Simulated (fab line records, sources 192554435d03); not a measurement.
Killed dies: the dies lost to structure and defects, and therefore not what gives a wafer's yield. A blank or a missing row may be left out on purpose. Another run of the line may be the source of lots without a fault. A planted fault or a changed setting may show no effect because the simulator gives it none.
Which of the tools did it?    flow n5-finfet    Sampling: 11 lots, 31 wafers, 3 of 1938 route steps

WHAT EACH GAUGE READ, for each wafer
N5_PASSIVATION_OVL_MEAS_63. Usual: PAD_OVL gives 1 nm (standard deviation 4.8).
lot   measured      on          PAD_OVL (nm)  flag
L426  day 11 11:37  overlay-01  1 -4 -4       
L427  day 11 11:23  overlay-01  -6 -5 -8      
L431  day 13 05:09  overlay-02  -2 -6 -4      
L432  day 13 12:59  overlay-01  0 2 2         
L433  day 13 13:31  overlay-01  0 -1 -1       
L434  day 13 13:22  overlay-02  0 2 -1        
L435  day 14 00:46  overlay-01  1 -1          
L437  day 14 15:28  overlay-01  4 2 -5        
L439  day 15 02:56  overlay-02  -14 -7        
L443  day 16 17:07  overlay-01  -3 10 5       
L445  day 16 11:04  overlay-01  11 10 9       

WHICH TOOL RAN EACH LOT (tool, then ch and the chambers of the sampled wafers, then the start)
lot   N5_ILD0_PRECLEAN_10                 N5_PASSIVATION_PASS_ETCH_74
L426  remote-plasma-01 ch 0, day 3 14:13  rie-diel-01 ch 0,3, day 11 10:10
L427  remote-plasma-01 ch 0, day 3 17:48  rie-diel-03 ch 0,1,2, day 11 09:30
L431  remote-plasma-02 ch 0, day 4 23:59  rie-diel-04 ch 0,1,2, day 13 03:56
L432  remote-plasma-02 ch 0, day 5 02:44  rie-diel-04 ch 0,2, day 13 11:19
L433  remote-plasma-02 ch 1, day 5 11:28  rie-diel-01 ch 0,2,3, day 13 12:05
L434  remote-plasma-01 ch 0, day 5 15:06  rie-diel-03 ch 0,1,3, day 13 11:56
L435  remote-plasma-01 ch 1, day 5 19:41  rie-diel-04 ch 1,2, day 13 22:49
L437  remote-plasma-02 ch 0, day 6 16:49  rie-diel-03 ch 0,2, day 14 14:06
L439  remote-plasma-01 ch 0, day 6 23:18  rie-diel-01 ch 0,1, day 15 00:02
L443  remote-plasma-01 ch 0, day 7 23:50  rie-diel-04 ch 2,3, day 16 13:53
L445  remote-plasma-01 ch 0, day 8 12:02  rie-diel-03 ch 1,2,3, day 16 09:09
- N5_ILD0_PRECLEAN_10: cleans in NF3:NH3, afs cycles 5, time 20 s, sublimation time 60 s.
- N5_PASSIVATION_PASS_ETCH_74: etches SiNx in CF4/O2, target depth 220 nm, time 110 s.

WHAT THE TOOLS THEMSELVES READ (means of the sampled wafers that have a number; where no wafer has one, the mark that the record gives instead)
N5_ILD0_PRECLEAN_10. Usual: temp-c reads 30.01 C (standard deviation 0.11).
lot   tool              temp-c (C)  flag
L426  remote-plasma-01  29.87       
L427  remote-plasma-01  30.06       
L431  remote-plasma-02  30.21       
L432  remote-plasma-02  29.99       
L433  remote-plasma-02  30.04       
L434  remote-plasma-01  30.09       
L435  remote-plasma-01  30.07       
L437  remote-plasma-02  30.07       
L439  remote-plasma-01  29.88       
L443  remote-plasma-01  29.97       
L445  remote-plasma-01  30.07       

N5_PASSIVATION_PASS_ETCH_74. Usual: chamber-pressure-mTorr 40.00 mTorr, standard deviation 0.035; drypump-motor-current-A 5.7 A, standard deviation 0.41; oes-product-au 0.77 a.u., standard deviation 0.11; rf-vpp-V 240 V, standard deviation 3.8; showerhead-plenum-p-Torr 2.19 Torr, standard deviation 0.064; throttle-valve-pct 16.10 %, standard deviation 0.23.
lot   tool         chamber-pressure-mTorr (mTorr)  drypump-motor-current-A (A)  oes-product-au (a.u.)  rf-vpp-V (V)  showerhead-plenum-p-Torr (Torr)  throttle-valve-pct (%)  flag
L426  rie-diel-01  39.99                           5.6                          0.78                   238           2.16                             16.02                   
L427  rie-diel-03  40.00                           5.6                          0.72                   238           2.20                             16.28                   
L431  rie-diel-04  39.98                           5.5                          0.76                   242           2.17                             15.94                   
L432  rie-diel-04  40.01                           5.1                          0.68                   241           2.14                             16.06                   
L433  rie-diel-01  40.01                           5.8                          0.77                   235           2.17                             16.10                   
L434  rie-diel-03  39.97                           5.5                          0.71                   240           2.25                             16.29                   
L435  rie-diel-04  40.02                           5.9                          0.79                   241           2.21                             15.82                   
L437  rie-diel-03  39.99                           5.6                          0.71                   236           2.16                             16.35                   
L439  rie-diel-01  40.02                           5.7                          0.85                   238           2.24                             15.86                   
L443  rie-diel-04  40.00                           5.8                          0.76                   240           2.22                             15.93                   
L445  rie-diel-03  39.95                           5.5                          0.70                   238           2.19                             16.35                   

THE ANSWER, worked out from the rows above alone
Rule: take the mean of a lot's wafers that have a number; if it is more than 3 standard deviations from the usual mean, the lot is off. Also off: a lot with no number at a reading for which 4 or more lots have one. The other lots that the step has rows for count as sound. Order of review: gauges by route order, followed by the tools' own readings, for which a lot's mean as printed above is used. At the first step where some lot is off, the reading lying furthest off is the one used; lots without a number count as furthest.
Across all readings shown, no lot is off: no conclusion can be drawn from this.

WHAT WAS PUT IN BY THE SIMULATOR
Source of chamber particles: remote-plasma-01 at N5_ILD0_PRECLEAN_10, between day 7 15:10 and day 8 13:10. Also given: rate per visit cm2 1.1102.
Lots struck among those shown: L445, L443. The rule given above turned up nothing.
